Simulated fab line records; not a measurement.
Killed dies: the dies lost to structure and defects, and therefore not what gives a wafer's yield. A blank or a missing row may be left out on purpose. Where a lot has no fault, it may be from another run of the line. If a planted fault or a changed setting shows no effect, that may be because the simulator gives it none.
fab line records	flow nand_harc
[record] lots = 6	wafers = 18	last_day = 33
route steps=1302 shown A_CONTACT@1103 A_BLC@1107
lots with no fault: from the same line, run without faults
start_h: hours from the record's opening day to when the first of the lot's shown wafers began	wait_h: hours elapsed since this lot's preceding step	" the same as in the row above	L1.1+2: one row covering several wafers at once	- no value, or no start given	* or withheld: withheld	< > ~ a bound
route shown NAME@n: a module of which the file shows steps, and the number in the route of the first	usual: the fault-free wafers' mean and standard deviation	same: alike in all rows	chamber/n: place in a boat	sites: each site's reading	_std_site: the standard deviation of these	_edge_site: inner sites' mean taken away from outer sites' mean	radius_mm: how far each site lies from the wafer's centre	mask NAME#n: copy n	behind: the tool/chamber that last shaped the wafer	hold: cause of the lot's hold/its duration in hours/its outcome	device: names the non-switching transistor (n, p or np)	end of line: the same wafers' tests at the end of the route	for a step that has no rows: nothing shown but its recipe	killed: count of dies lost to structure and defects at first sort (not the wafer's yield)	map: shows each die of a wafer: x if killed, . if not, _ if none is there
set.NAME: the run value of the setting; set.NAME@STEP: its run value at that earlier step	model.NAME: the simulator's own value behind a step, which no gauge read
a table for each step, a row for each wafer; lots at some steps of the route
services: when a tool's chamber went out of use (start_h, in hours from the record's first day, below 0 if earlier), for how many hours, and the reason
[[steps]]
[step NHARC_A_CONTACT_CMP_20]
[recipe] t_overpolish_s = 30	target_thk_nm = 300
[usual] motor_current_A = 12.0/1.9	overpolish_run_s = 30.001/0.0088	pad_life_wafers = 162/100	time_to_endpoint_s = 60/3.6
[same] t_overpolish_s = 30
lot.wafer	tool	chamber	start_h	wait_h	motor_current_A	overpolish_run_s	pad_life_wafers	time_to_endpoint_s
L698.2	cmp-01	1	533.72	0.8	14.0	29.999	182	59
L698.6	"	3	"	"	10.9	30.009	-	56
L698.5	"	0	"	"	13.6	30.004	-	59
L705.3	cmp-02	3	589.81	0.6	12.0	29.996	236	55
L705.4	"	0	"	"	10.0	29.993	237	67
L705.6	"	2	"	"	14.0	30.007	-	63
L711.3	cmp-01	2	647.90	0.4	12.1	29.990	138	57
L711.1	"	1	"	"	13.7	29.999	141	63
L711.6	"	2	"	"	11.4	30.006	-	59
L712.1	cmp-01	0	661.72	0.8	14.7	30.004	200	64
L712.2	"	1	"	"	14.8	30.002	201	64
L712.6	"	3	"	"	10.9	29.991	-	62
L719.4	cmp-01	2	726.74	0.5	12.2	30.018	150	55
L719.1	"	3	"	"	10.9	30.004	151	59
L719.5	"	2	"	"	11.9	30.001	-	55
L718.3	cmp-02	2	730.32	0.4	14.6	30.008	6	63
L718.6	"	2	"	"	14.3	30.007	-	58
L718.5	"	3	"	"	11.5	29.998	-	55
[step NHARC_A_CONTACT_SRD_22]
[step NHARC_A_CONTACT_INSPECT_23]
[usual] raw_defect_count = 496/120
lot.wafer	tool	chamber	start_h	wait_h	raw_defect_count
L698.2	defect_inspect-02	-	534.07	0.1	465
L698.5	"	-	"	"	351
L698.6	"	-	"	"	348
L705.3	defect_inspect-01	-	590.16	0.1	673
L705.4	"	-	"	"	551
L705.6	"	-	"	"	538
L711.1	defect_inspect-01	-	648.31	0.1	335
L711.3	"	-	"	"	441
L711.6	"	-	"	"	467
L712.1	defect_inspect-01	-	662.07	0.1	395
L712.2	"	-	"	"	491
L712.6	"	-	"	"	330
L719.1	defect_inspect-01	-	727.14	0.1	556
L719.4	"	-	"	"	551
L719.5	"	-	"	"	394
L718.3	defect_inspect-02	-	730.72	0.1	412
L718.5	"	-	"	"	502
L718.6	"	-	"	"	614
[step NHARC_A_BLC_DEHYDRATE_00]
[recipe] temp_c = 150	time_s = 120
[step NHARC_A_BLC_HMDS_01]
[recipe] time_s = 30
[step NHARC_A_BLC_COAT_02]
[recipe] temp_c = 260	time_s = 75
[step NHARC_A_BLC_COAT_03]
[recipe] temp_c = 225	time_s = 65
[step NHARC_A_BLC_COAT_04]
[recipe] spin_rpm = 1500	resist_thk_nm = 90
[step NHARC_A_BLC_SOFTBAKE_05]
[recipe] temp_c = 105	time_s = 55
[step NHARC_A_BLC_EBR_06]
[step NHARC_A_BLC_EXPOSE_07]
[recipe] na = 1.35	target_cd_nm = 100	dose_mj = 67.97	mask_id = A_BLC
[step NHARC_A_BLC_PEB_08]
[recipe] peb_temp_c = 100	peb_time_s = 65
[usual] heater_power_total_W = 156.6/0.4	plate_temp_C = 99.99/0.12
[same] peb_time_s = 65
lot.wafer	tool	chamber	start_h	wait_h	heater_power_total_W	plate_temp_C
L698.2	litho_track-01	0	534.37	0.1	156.4	99.95
L698.5	"	0	"	"	156.1	100.01
L698.6	"	0	"	"	157.1	100.11
L705.3	litho_track-04	0	590.59	0.0	156.9	100.23
L705.4	"	0	"	"	156.8	100.18
L705.6	"	0	"	"	155.9	100.22
L711.1	litho_track-06	0	648.61	0.1	156.1	99.99
L711.3	"	0	"	"	156.6	99.88
L711.6	"	0	"	"	157.1	99.74
L712.1	litho_track-01	0	662.50	0.1	156.9	99.99
L712.2	"	0	"	"	156.5	100.05
L712.6	"	0	"	"	156.9	99.90
L719.1	litho_track-06	0	727.58	0.1	153.4	98.36
L719.4	"	0	"	"	152.3	98.26
L719.5	"	0	"	"	153.0	98.24
L718.3	litho_track-06	0	731.15	0.0	152.6	98.38
L718.5	"	0	"	"	153.3	98.29
L718.6	"	0	"	"	152.4	98.17
[step NHARC_A_BLC_DEVELOP_09]
[recipe] develop_time_s = 35	dev_temp_c = 23
[step NHARC_A_BLC_CD_MEAS_10]
[recipe] target_cd_nm = 100	landing_energy_ev = 500
[usual] cd_nm = 100.2/0.6
lot.wafer	tool	chamber	start_h	wait_h	cd_nm
L698.2	cd_sem-03	0	534.45	-	100.1
L698.5	"	0	"	"	99.5
L698.6	"	0	"	"	100.2
L705.3	cd_sem-01	0	590.67	-	99.7
L705.4	"	0	"	"	100.6
L705.6	"	0	"	"	100.1
L711.1	cd_sem-03	0	648.69	-	101.4
L711.3	"	0	"	"	100.0
L711.6	"	0	"	"	100.4
L712.1	cd_sem-02	0	662.58	-	99.3
L712.2	"	0	"	"	99.4
L712.6	"	0	"	"	99.7
L719.1	cd_sem-01	0	727.65	-	93.6
L719.4	"	0	"	"	93.9
L719.5	"	0	"	"	93.7
L718.3	cd_sem-03	0	731.23	-	94.5
L718.5	"	0	"	"	95.1
L718.6	"	0	"	"	94.2
[step NHARC_A_BLC_OVL_MEAS_11]
[usual] overlay_x_nm = 0.0/0.85	overlay_y_nm = 0.3/0.84
lot.wafer	tool	chamber	start_h	wait_h	overlay_x_nm	overlay_y_nm
L698.2	overlay-01	-	534.54	-	-0.5	-0.1
L698.5	"	-	"	"	0.4	-0.3
L698.6	"	-	"	"	-0.1	-0.1
L705.3	overlay-02	-	590.76	-	-0.9	0.3
L705.4	"	-	"	"	0.1	0.5
L705.6	"	-	"	"	0.2	0.3
L711.1	overlay-01	-	648.78	-	-0.7	2.1
L711.3	"	-	"	"	-0.9	2.0
L711.6	"	-	"	"	-1.3	2.1
L712.1	overlay-02	-	662.67	-	0.2	0.8
L712.2	"	-	"	"	-0.1	0.6
L712.6	"	-	"	"	0.1	0.7
L719.1	overlay-01	-	727.74	-	1.0	0.2
L719.4	"	-	"	"	0.8	0.5
L719.5	"	-	"	"	1.2	0.6
L718.3	overlay-01	-	731.31	-	-0.9	0.9
L718.5	"	-	"	"	-0.7	0.5
L718.6	"	-	"	"	-1.0	0.9
[step NHARC_A_BLC_INSPECT_12]
[usual] raw_defect_count = 87/35
lot.wafer	tool	chamber	start_h	wait_h	raw_defect_count
L698.2	defect_inspect-02	-	534.58	0.0	26
L698.5	"	-	"	"	19
L698.6	"	-	"	"	21
L705.3	defect_inspect-01	-	590.79	0.0	131
L705.4	"	-	"	"	145
L705.6	"	-	"	"	139
L711.1	defect_inspect-01	-	648.81	0.0	55
L711.3	"	-	"	"	49
L711.6	"	-	"	"	57
L712.1	defect_inspect-01	-	662.70	0.0	24
L712.2	"	-	"	"	28
L712.6	"	-	"	"	22
L719.1	defect_inspect-01	-	727.78	0.0	78
L719.4	"	-	"	"	76
L719.5	"	-	"	"	84
L718.3	defect_inspect-02	-	731.35	0.0	34
L718.5	"	-	"	"	41
L718.6	"	-	"	"	43
[step NHARC_A_BLC_DESCUM_15]
[recipe] time_s = 3	o2_flow_sccm = 200	ar_flow_sccm = 0	bias_power_w = 0	chemistry = O2
[usual] drypump_motor_current_A = 5.8/0.41	oes_product_au = 1.003/0.0088	rf_vpp_V = 57.8/0.84	showerhead_plenum_p_Torr = 1.92/0.072	throttle_valve_pct = 11.311/0.0099
[same] bias_power_w = 0
lot.wafer	tool	chamber	start_h	wait_h	drypump_motor_current_A	oes_product_au	rf_hours_counter_h	rf_vpp_V	showerhead_plenum_p_Torr	throttle_valve_pct	model.A_BLC.cd_nm
L698.2	rie_diel-13	3	534.66	0.1	5.9	1.015	0	57.4	1.88	11.308	100.2
L698.6	"	0	"	"	6.0	1.006	-	58.0	1.79	11.325	100.2
L698.5	"	1	"	"	6.0	1.006	-	58.9	1.96	11.317	100.1
L705.4	rie_diel-13	3	590.86	0.1	5.9	1.018	3	55.4	1.88	11.310	99.61
L705.3	"	0	"	"	6.0	1.017	4	56.8	1.78	11.320	99.55
L705.6	"	3	"	"	5.9	1.006	-	56.1	1.88	11.314	100
L711.1	rie_diel-01	0	648.89	0.1	5.2	1.008	5	57.3	2.00	11.307	101.7
L711.3	"	1	"	"	5.6	1.012	6	57.7	1.93	11.314	100
L711.6	"	3	"	"	5.6	1.019	-	57.8	1.98	11.313	100.5
L712.2	rie_diel-13	2	662.76	0.1	5.1	0.996	9	57.9	1.95	11.308	99.13
L712.1	"	1	"	"	6.0	1.000	9	57.4	1.96	11.317	99.5
L712.6	"	2	"	"	5.1	1.007	-	57.7	1.95	11.300	100.2
L719.1	rie_diel-13	2	727.85	0.1	5.1	1.000	1	56.6	1.95	11.312	94.51
L719.4	"	3	"	"	5.9	0.995	1	58.4	1.87	11.314	93.16
L719.5	"	1	"	"	6.1	1.001	-	58.3	1.96	11.323	94.25
L718.3	rie_diel-13	3	731.43	0.1	5.9	0.993	2	58.9	1.87	11.334	93.8
L718.5	"	0	"	"	6.0	0.984	-	57.6	1.78	11.310	94.97
L718.6	"	1	"	"	6.1	0.990	-	57.9	1.96	11.306	94.66
[step NHARC_A_BLC_ETCH_16]
[recipe] target_depth_a = 390	over_etch_frac = 0.3	time_s = 65	ion_energy_ev = 80	cf4_flow_sccm = 150	ar_flow_sccm = 0	rf_w = 300	bias_w = 100	chemistry = CF4
[usual] drypump_motor_current_A = 5.8/0.41	oes_product_au = 1.003/0.0078	rf_vpp_V = 151.3/1.2	showerhead_plenum_p_Torr = 1.77/0.062	throttle_valve_pct = 13.285/0.0084
lot.wafer	tool	chamber	start_h	wait_h	drypump_motor_current_A	oes_product_au	rf_hours_counter_h	rf_vpp_V	showerhead_plenum_p_Torr	throttle_valve_pct
L698.2	rie_diel-13	0	534.73	0.1	6.0	1.012	0	149.5	1.66	13.298
L698.5	"	3	"	"	5.9	1.013	-	151.6	1.74	13.291
L698.6	"	0	"	"	6.0	1.002	-	150.5	1.66	13.298
L705.4	rie_diel-13	2	590.94	0.1	5.1	1.010	4	151.0	1.80	13.284
L705.3	"	1	"	"	6.1	1.005	3	150.8	1.81	13.298
L705.6	"	3	"	"	5.9	1.011	-	151.9	1.74	13.288
L711.3	rie_diel-01	1	648.97	0.1	5.6	1.003	6	150.3	1.78	13.286
L711.1	"	0	"	"	5.2	1.007	5	153.1	1.84	13.276
L711.6	"	2	"	"	6.4	1.017	-	151.4	1.80	13.311
L712.1	rie_diel-13	0	662.85	0.1	6.0	1.002	9	150.6	1.66	13.283
L712.2	"	1	"	"	6.0	0.996	9	152.3	1.81	13.272
L712.6	"	0	"	"	6.0	0.995	-	149.9	1.66	13.270
L719.4	rie_diel-13	3	727.93	0.1	5.9	1.005	1	151.5	1.74	13.291
L719.1	"	1	"	"	6.1	0.998	0	151.5	1.80	13.287
L719.5	"	2	"	"	5.1	0.995	-	151.4	1.80	13.266
L718.3	rie_diel-13	0	731.50	0.1	6.0	0.996	1	150.1	1.65	13.289
L718.5	"	3	"	"	5.9	0.996	-	151.0	1.74	13.294
L718.6	"	0	"	"	6.0	0.988	-	150.0	1.66	13.286
[step NHARC_A_BLC_ETCH_17]
[recipe] target_depth_a = 3900	over_etch_frac = 0.25	time_s = 609.38	ion_energy_ev = 200	n2_flow_sccm = 150	h2_flow_sccm = 150	ar_flow_sccm = 0	rf_w = 400	bias_w = 150	chemistry = N2/H2
[usual] drypump_motor_current_A = 5.8/0.41	oes_product_au = 1.005/0.0075	rf_vpp_V = 430.6/2.4	showerhead_plenum_p_Torr = 2.04/0.081	throttle_valve_pct = 14.172/0.0091
lot.wafer	tool	chamber	start_h	wait_h	drypump_motor_current_A	oes_product_au	rf_hours_counter_h	rf_vpp_V	showerhead_plenum_p_Torr	throttle_valve_pct
L698.2	rie_diel-13	1	-	-	6.1	1.004	0	432.5	2.09	14.168
L698.6	"	0	"	"	6.0	0.998	-	427.5	1.90	14.155
L698.5	"	1	"	"	6.1	1.012	-	432.3	2.09	14.166
L705.4	rie_diel-13	2	-	-	5.1	1.012	4	431.3	2.08	14.176
L705.3	"	3	"	"	5.9	1.015	4	428.7	2.00	14.183
L705.6	"	1	"	"	6.0	1.002	-	431.6	2.09	14.160
L711.3	rie_diel-01	3	-	-	5.6	1.010	6	431.6	2.11	14.164
L711.1	"	0	"	"	5.3	1.014	6	433.3	2.13	14.161
L711.6	"	1	"	"	5.6	1.005	-	429.8	2.06	14.166
L712.2	rie_diel-13	0	-	-	6.1	1.015	9	425.9	1.90	14.160
L712.1	"	1	"	"	6.0	1.003	9	431.4	2.09	14.177
L712.6	"	0	"	"	6.0	0.996	-	426.7	1.90	14.173
L719.1	rie_diel-13	1	-	-	6.1	0.994	1	431.4	2.09	14.172
L719.4	"	2	"	"	5.1	1.003	1	431.8	2.08	14.172
L719.5	"	0	"	"	6.0	0.999	-	426.5	1.90	14.179
L718.3	rie_diel-13	0	-	-	6.0	1.002	2	425.4	1.89	14.180
L718.5	"	3	"	"	5.9	1.003	-	428.6	2.00	14.169
L718.6	"	0	"	"	6.0	1.005	-	425.1	1.89	14.179
[step NHARC_A_BLC_ETCH_18]
[recipe] target_depth_a = 9100	c4f8_flow_sccm = 20	o2_flow_sccm = 10	ar_flow_sccm = withheld	rf_w = 600	bias_w = 1500	chemistry = C4F8/O2/Ar
[usual] oes_product_au = 0.956/0.024	rf_vpp_V = 978/5
lot.wafer	tool	chamber	start_h	wait_h	oes_product_au	rf_hours_counter_h	rf_vpp_V	model.A_BLC.cd_nm
L698.2	rie_diel-13	0	-	-	0.961	1	969	104.2
L698.6	"	2	"	"	0.991	-	981	103.9
L698.5	"	3	"	"	0.981	-	975	102.9
L705.3	rie_diel-13	1	-	-	0.982	4	981	97.22
L705.4	"	2	"	"	0.974	4	981	102.4
L705.6	"	0	"	"	0.967	-	969	105.7
L711.1	rie_diel-01	1	-	-	0.918	7	979	102.5
L711.3	"	2	"	"	0.925	8	980	97.22
L711.6	"	2	"	"	0.926	-	980	99.07
L712.2	rie_diel-13	3	-	-	0.935	9	974	102.9
L712.1	"	1	"	"	0.925	9	980	99.91
L712.6	"	0	"	"	0.924	-	970	104.5
L719.4	rie_diel-13	1	-	-	0.953	1	981	92.49
L719.1	"	2	"	"	0.958	1	982	95.19
L719.5	"	3	"	"	0.981	-	976	94.25
L718.3	rie_diel-13	1	-	-	0.939	1	980	95.77
L718.5	"	3	"	"	0.969	-	974	94.34
L718.6	"	0	"	"	0.939	-	967	98.58
[step NHARC_A_BLC_CD_MEAS_19]
[usual] cd_nm = 101/3.1
lot.wafer	tool	chamber	start_h	wait_h	cd_nm
L698.2	cd_sem-01	-	535.61	-	104
L698.5	"	-	"	"	103
L698.6	"	-	"	"	104
L705.3	cd_sem-03	-	591.83	-	98
L705.4	"	-	"	"	103
L705.6	"	-	"	"	105
L711.1	cd_sem-03	-	650.16	-	103
L711.3	"	-	"	"	97
L711.6	"	-	"	"	99
L712.1	cd_sem-02	-	663.73	-	100
L712.2	"	-	"	"	103
L712.6	"	-	"	"	105
L719.1	cd_sem-03	-	728.81	-	95
L719.4	"	-	"	"	93
L719.5	"	-	"	"	94
L718.3	cd_sem-03	-	732.38	-	96
L718.5	"	-	"	"	94
L718.6	"	-	"	"	99
[[services]]
tool	chamber	start_h	hours	kind
rie_diel-13	-	519.06	9.0	pm
rie_diel-13	0	519.06	9.0	vent_cycle
rie_diel-13	1	519.06	14.2	vent_cycle
rie_diel-13	2	519.06	9.0	vent_cycle
cmp-02	-	527.37	4.0	pm
litho_track-06	-	529.00	7.0	pm
litho_track-04	-	553.00	7.0	pm
rie_diel-01	-	557.80	9.0	pm
cmp-01	-	568.86	0.6	repair
cmp-01	-	577.50	4.0	pm
rie_diel-13	3	578.80	7.1	repair
rie_diel-01	1	598.14	4.5	repair
cmp-01	-	600.33	12.9	repair
rie_diel-01	-	603.20	0.9	repair
cmp-02	-	625.37	4.0	pm
rie_diel-01	2	628.26	7.0	repair
cmp-01	-	675.50	4.0	pm
litho_track-01	-	680.00	7.0	pm
rie_diel-13	-	696.06	9.0	pm
litho_track-06	-	704.00	7.0	pm
cmp-01	-	710.36	0.9	repair
cmp-01	-	720.71	3.6	repair
cmp-02	-	723.37	4.0	pm
litho_track-04	-	728.00	7.0	pm
[[key]]
[first_sign] step = NHARC_A_BLC_PEB_08	reading = plate_temp_C	direction = down	sigmas = 14	usual = *	struck = *
[effect] step = NHARC_A_BLC_PEB_08	reading = heater_power_total_W	direction = down	sigmas = 9.5	usual = *	struck = *
[effect] step = NHARC_A_BLC_CD_MEAS_10	reading = cd_nm	direction = down	sigmas = 10	usual = 100.2	struck = 94.2	through = control_loop
[effect] step = NHARC_A_BLC_CD_MEAS_19	reading = cd_nm	direction = down	sigmas = 1.8	usual = 101	struck = 95	wafers_moved = 3	through = control_loop
[model_effect] step = NHARC_A_BLC_DESCUM_15	value = A_BLC.cd_nm	without = 100.1	struck = 94.23
[model_effect] step = NHARC_A_BLC_ETCH_18	value = A_BLC.cd_nm	without = 100.9	struck = 95.1
met_at NHARC_A_BLC_PEB_08
struck_wafers L718.3,L718.5,L718.6,L719.1,L719.4,L719.5
tester_left_out L718,L719
[loop_trim] step = NHARC_A_BLC_EXPOSE_07	setting = dose	lots = L718
onset_between 648.61 727.58
[fault] kind = process_parameter_drift	tool = litho_track-06	chamber = -	onset_h = 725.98	steps = NHARC_A_BLC_PEB_08	channel = peb_temp_c	offset = *	shape = step	end_h = 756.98	acts_in = *	stated = *
// tester_left_out: of these lots the tester's yield and bins aren't shown, on N5 and GAA mostly nor the transistor test; their killed dies are dies lost to structure and defects alone, not to doping, threshold or leakage, so they don't give the yield
// loop_trim: a control loop set the setting to another value than it would have without faults
